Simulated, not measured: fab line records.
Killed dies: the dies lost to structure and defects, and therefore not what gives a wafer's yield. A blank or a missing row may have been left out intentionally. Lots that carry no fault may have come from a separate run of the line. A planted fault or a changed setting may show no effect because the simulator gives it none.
Which tool was responsible? | flow nandHarc | 72 wafers from 24 lots sampled at 3 of the route's 1302 steps

== WHAT THE GAUGES SHOWED, per wafer ==
NHARC_A_CHANNEL_FILL_D2_INSPECT_13. Usual: rawDefectCount 386, standard deviation 120.
lot  | measured     | on               | rawDefectCount | flag
L074 | day 15 10:57 | defectInspect-01 | 478 466 449    | 
L075 | day 15 14:32 | defectInspect-01 | 265 315 372    | 
L076 | day 16 04:12 | defectInspect-02 | 398 481 472    | 
L077 | day 16 18:13 | defectInspect-02 | 309 307 534    | 
L078 | day 17 03:30 | defectInspect-02 | 376 310 293    | 
L079 | day 17 07:46 | defectInspect-02 | 396 307 377    | 
L080 | day 17 19:20 | defectInspect-02 | 704 517 726    | 
L081 | day 17 19:21 | defectInspect-01 | 366 490 470    | 
L082 | day 18 17:02 | defectInspect-01 | 487 366 634    | 
L083 | day 18 17:02 | defectInspect-02 | 551 479 390    | 
L084 | day 19 20:04 | defectInspect-01 | 403 234 373    | 
L085 | day 19 19:54 | defectInspect-01 | 337 268 272    | 
L086 | day 20 09:01 | defectInspect-01 | 200 410 354    | 
L087 | day 21 05:20 | defectInspect-02 | 268 348 343    | 
L088 | day 21 16:02 | defectInspect-02 | 247 206 170    | 
L089 | day 21 15:54 | defectInspect-02 | 393 413 304    | 
L090 | day 22 05:05 | defectInspect-02 | 417 425 494    | 
L091 | day 22 12:32 | defectInspect-02 | 275 267 332    | 
L092 | day 22 12:24 | defectInspect-01 | 490 346 411    | 
L093 | day 23 10:23 | defectInspect-01 | 435 372 392    | 
L094 | day 24 00:41 | defectInspect-01 | 441 518 509    | 
L095 | day 24 08:48 | defectInspect-01 | 265 248 267    | 
L096 | day 25 07:41 | defectInspect-02 | 627 560 544    | 
L097 | day 25 07:41 | defectInspect-01 | 422 248 301    | 

== EACH LOT AND THE TOOL THAT RAN IT (in order: tool; ch and the chambers of the sampled wafers; start) ==
lot  | NHARC_A_CHANNEL_FILL_D2_ALD_03               | NHARC_A_CHANNEL_FILL_D2_RTA_24
L074 | aldSinBatch-01 ch 0, day 15 10:45 or earlier | rtpAnneal-01 ch 0, day 15 10:45
L075 | aldSinBatch-01 ch 0, day 15 14:22 or earlier | rtpAnneal-02 ch 0, day 15 14:22
L076 | aldSinBatch-02 ch 0, day 16 04:04 or earlier | rtpAnneal-02 ch 0, day 16 04:04
L077 | aldSinBatch-01 ch 0, day 16 18:03 or earlier | rtpAnneal-02 ch 0, day 16 18:03
L078 | aldSinBatch-01 ch 0, day 17 03:19 or earlier | rtpAnneal-02 ch 0, day 17 03:19
L079 | aldSinBatch-03 ch 0, day 17 07:34 or earlier | rtpAnneal-02 ch 0, day 17 07:34
L080 | aldSinBatch-01 ch 0, day 17 19:12 or earlier | rtpAnneal-01 ch 0, day 17 19:12
L081 | aldSinBatch-01 ch 0, day 17 19:09 or earlier | rtpAnneal-02 ch 0, day 17 19:09
L082 | aldSinBatch-03 ch 0, day 18 16:54 or earlier | rtpAnneal-01 ch 0, day 18 16:54
L083 | aldSinBatch-03 ch 0, day 18 16:52 or earlier | rtpAnneal-02 ch 0, day 18 16:52
L084 | aldSinBatch-03 ch 0, day 19 19:54 or earlier | rtpAnneal-01 ch 0, day 19 19:54
L085 | aldSinBatch-01 ch 0, day 19 19:47 or earlier | rtpAnneal-02 ch 0, day 19 19:47
L086 | aldSinBatch-02 ch 0, day 20 08:52 or earlier | rtpAnneal-02 ch 0, day 20 08:52
L087 | aldSinBatch-03 ch 0, day 21 05:10 or earlier | rtpAnneal-02 ch 0, day 21 05:10
L088 | aldSinBatch-02 ch 0, day 21 15:50 or earlier | rtpAnneal-01 ch 0, day 21 15:50
L089 | aldSinBatch-02 ch 0, day 21 15:42 or earlier | rtpAnneal-02 ch 0, day 21 15:42
L090 | aldSinBatch-01 ch 0, day 22 04:56 or earlier | rtpAnneal-02 ch 0, day 22 04:56
L091 | aldSinBatch-01 ch 0, day 22 12:22 or earlier | rtpAnneal-01 ch 0, day 22 12:22
L092 | aldSinBatch-02 ch 0, day 22 12:12 or earlier | rtpAnneal-02 ch 0, day 22 12:12
L093 | aldSinBatch-03 ch 0, day 23 10:14 or earlier | rtpAnneal-02 ch 0, day 23 10:14
L094 | aldSinBatch-03 ch 0, day 24 00:29 or earlier | rtpAnneal-01 ch 0, day 24 00:29
L095 | aldSinBatch-02 ch 0, day 24 08:38 or earlier | rtpAnneal-01 ch 0, day 24 08:38
L096 | aldSinBatch-03 ch 0, day 25 07:33 or earlier | rtpAnneal-02 ch 0, day 25 07:33
L097 | aldSinBatch-03 ch 0, day 25 07:33 or earlier | rtpAnneal-01 ch 0, day 25 07:33
- NHARC_A_CHANNEL_FILL_D2_ALD_03: deposits SiNx, target thk 6 nm, pulse time 60 s, ald cycles 58.
- NHARC_A_CHANNEL_FILL_D2_RTA_24: time 5 s.

== WHAT THE TOOLS THEMSELVES READ (means of the sampled wafers that have a number; where no wafer has one, the mark that the record gives instead) ==
NHARC_A_CHANNEL_FILL_D2_ALD_03. Usual: precursorPulseHeightRel 1.000, standard deviation 0.02.
lot  | tool           | precursorPulseHeightRel | flag
L074 | aldSinBatch-01 | 1.016                   | 
L075 | aldSinBatch-01 | 1.010                   | 
L076 | aldSinBatch-02 | 1.011                   | 
L077 | aldSinBatch-01 | 1.001                   | 
L078 | aldSinBatch-01 | 0.995                   | 
L079 | aldSinBatch-03 | 1.003                   | 
L080 | aldSinBatch-01 | 0.988                   | 
L081 | aldSinBatch-01 | 0.980                   | 
L082 | aldSinBatch-03 | 0.991                   | 
L083 | aldSinBatch-03 | 0.998                   | 
L084 | aldSinBatch-03 | 1.000                   | 
L085 | aldSinBatch-01 | 1.007                   | 
L086 | aldSinBatch-02 | 0.979                   | 
L087 | aldSinBatch-03 | 1.007                   | 
L088 | aldSinBatch-02 | 1.004                   | 
L089 | aldSinBatch-02 | 1.024                   | 
L090 | aldSinBatch-01 | 1.006                   | 
L091 | aldSinBatch-01 | 1.013                   | 
L092 | aldSinBatch-02 | 1.012                   | 
L093 | aldSinBatch-03 | 1.009                   | 
L094 | aldSinBatch-03 | 1.003                   | 
L095 | aldSinBatch-02 | 0.998                   | 
L096 | aldSinBatch-03 | 0.997                   | 
L097 | aldSinBatch-03 | 1.002                   | 

NHARC_A_CHANNEL_FILL_D2_RTA_24. Usual: lampPowerPct 33 %, standard deviation 3.1; lamp_zone_3_pct 33 %, standard deviation 3.1; wafer_temp_C_max 1005.1, standard deviation 1.4.
lot  | tool         | lampPowerPct (%) | lamp_zone_3_pct (%) | wafer_temp_C_max | flag
L074 | rtpAnneal-01 | 29               | 29                  | 1003.2           | 
L075 | rtpAnneal-02 | 35               | 35                  | 1005.1           | 
L076 | rtpAnneal-02 | 35               | 35                  | 1006.0           | 
L077 | rtpAnneal-02 | 35               | 35                  | 1006.5           | 
L078 | rtpAnneal-02 | 35               | 35                  | 1006.0           | 
L079 | rtpAnneal-02 | 35               | 35                  | 1004.0           | 
L080 | rtpAnneal-01 | 29               | 29                  | 1003.9           | 
L081 | rtpAnneal-02 | 35               | 35                  | 1005.8           | 
L082 | rtpAnneal-01 | 29               | 29                  | 1004.0           | 
L083 | rtpAnneal-02 | 35               | 35                  | 1005.7           | 
L084 | rtpAnneal-01 | 29               | 29                  | 1004.0           | 
L085 | rtpAnneal-02 | 35               | 35                  | 1005.4           | 
L086 | rtpAnneal-02 | 35               | 35                  | 1006.2           | 
L087 | rtpAnneal-02 | 35               | 35                  | 1006.1           | 
L088 | rtpAnneal-01 | 29               | 29                  | 1004.8           | 
L089 | rtpAnneal-02 | 35               | 35                  | 1005.9           | 
L090 | rtpAnneal-02 | 35               | 35                  | 1005.6           | 
L091 | rtpAnneal-01 | 29               | 29                  | 1004.7           | 
L092 | rtpAnneal-02 | 35               | 35                  | 1006.9           | 
L093 | rtpAnneal-02 | 35               | 35                  | 1005.9           | 
L094 | rtpAnneal-01 | 29               | 29                  | 1002.8           | 
L095 | rtpAnneal-01 | 29               | 29                  | 1003.2           | 
L096 | rtpAnneal-02 | 35               | 35                  | 1005.4           | 
L097 | rtpAnneal-01 | 29               | 29                  | 1003.7           | 

== THE ANSWER, worked out from the rows above alone ==
Rule: a lot is off if the mean of its wafers that have a number lies more than 3 standard deviations from the usual mean. Also off: a lot with no number at a reading for which 4 or more lots have one. The other lots that the step has rows for count as sound. First the gauges in route order, then the tools' own readings, where a lot's mean is used as printed above. The first step at which some lot is off is used, and at that step the reading that is off furthest; a lot without a number counts as furthest.
Nothing can be told from this: no lot is off at any reading shown.

== WHAT HAD BEEN PUT IN BY THE SIMULATOR ==
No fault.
